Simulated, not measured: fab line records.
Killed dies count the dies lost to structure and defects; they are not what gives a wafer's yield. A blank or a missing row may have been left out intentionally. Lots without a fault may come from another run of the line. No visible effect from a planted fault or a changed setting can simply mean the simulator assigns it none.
Matching of chambers / flow n5Finfet / N5_DUMMY_GATE_ETCH_36 on rieDiel-05 has 4 sister chambers
The step etches SiARC in CF4, target depth 13 nm. 4 wafers are shown with their chamber, then 10 later ones without.

WAFERS, EACH WITH ITS CHAMBER
wafer=L080.1; chamber=0; drypumpMotorCurrentA (A)=4.8
wafer=L082.6; chamber=2; drypumpMotorCurrentA (A)=6.1
wafer=L084.3; chamber=1; drypumpMotorCurrentA (A)=5.8
wafer=L084.5; chamber=3; drypumpMotorCurrentA (A)=5.9

WAFERS WITH NO CHAMBER GIVEN
wafer=L084.6; drypumpMotorCurrentA (A)=4.8
wafer=L086.4; drypumpMotorCurrentA (A)=4.7
wafer=L086.5; drypumpMotorCurrentA (A)=6.1
wafer=L086.6; drypumpMotorCurrentA (A)=5.8
wafer=L090.1; drypumpMotorCurrentA (A)=4.8
wafer=L090.3; drypumpMotorCurrentA (A)=5.8
wafer=L090.6; drypumpMotorCurrentA (A)=5.8
wafer=L097.1; drypumpMotorCurrentA (A)=4.8
wafer=L097.2; drypumpMotorCurrentA (A)=5.8
wafer=L097.5; drypumpMotorCurrentA (A)=4.8

WHICH CHAMBER EACH ONE RAN IN
wafer=L084.6; from the rows above=0; in truth=0
wafer=L086.4; from the rows above=0; in truth=0
wafer=L086.5; from the rows above=2; in truth=2
wafer=L086.6; from the rows above=1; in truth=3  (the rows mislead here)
wafer=L090.1; from the rows above=0; in truth=0
wafer=L090.3; from the rows above=1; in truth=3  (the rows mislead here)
wafer=L090.6; from the rows above=1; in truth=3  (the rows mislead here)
wafer=L097.1; from the rows above=0; in truth=0
wafer=L097.2; from the rows above=1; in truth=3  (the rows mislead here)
wafer=L097.5; from the rows above=0; in truth=0
6 of 10 placed correctly. Can't be placed from these rows: 0. 4 placed wrongly.
How it was worked out, from the rows above alone: a wafer's distance from a chamber is the root of the sum, over the readings, of the square of ((its reading less the chamber's mean) divided by the reading's scatter). If the next closest chamber is less than 2 further off than the closest, the wafer can't be placed; otherwise it belongs to the closest. Each chamber's mean is taken over the wafers shown for it. The scatter (one wafer shown for each chamber): square how far every hidden wafer sits from the nearest shown wafer, average those squares and take the square root.
